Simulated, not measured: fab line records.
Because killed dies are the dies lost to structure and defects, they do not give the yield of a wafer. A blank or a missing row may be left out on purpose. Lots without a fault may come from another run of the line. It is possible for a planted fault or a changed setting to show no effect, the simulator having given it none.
Chamber matching | flow nand-harc | 4 sister chambers for NHARC_P_GATE_DESCUM_61 on rie-diel-11
The step chemistry O2, time 3 s. 4 wafers are shown with their chamber, then 7 later ones without.

WAFERS WITH THEIR CHAMBER
wafer  | chamber | showerhead-plenum-p-Torr (Torr)
L079.6 | 0       | 1.91
L090.1 | 2       | 2.04
L091.2 | 1       | 1.87
L091.3 | 3       | 2.06

WAFERS MISSING THEIR CHAMBER
wafer  | showerhead-plenum-p-Torr (Torr)
L091.5 | 2.07
L095.1 | 2.06
L095.3 | 1.87
L095.6 | 1.91
L096.2 | 1.91
L096.3 | 1.87
L096.6 | 1.91

CHAMBER TAKEN BY EACH
wafer  | from the rows above | in truth
L091.5 | 3                   | 3
L095.1 | 3                   | 3
L095.3 | 1                   | 1
L095.6 | 0                   | 0
L096.2 | 0                   | 0
L096.3 | 1                   | 1
L096.6 | 0                   | 0
Correctly placed: 7 of 7. From these rows, 0 cannot be placed. Placed wrongly: 0.
How it was worked out, from the rows above alone: a wafer's distance from a chamber is the root of the sum, over the readings, of the square of ((its reading less the chamber's mean) divided by the reading's scatter). The wafer belongs to the nearest chamber; if the next one is less than 2 further off, it can't be placed. The mean given for a chamber averages the wafers shown for that chamber. The scatter (one wafer shown for each chamber): square how far every hidden wafer sits from the nearest shown wafer, average those squares and take the square root.
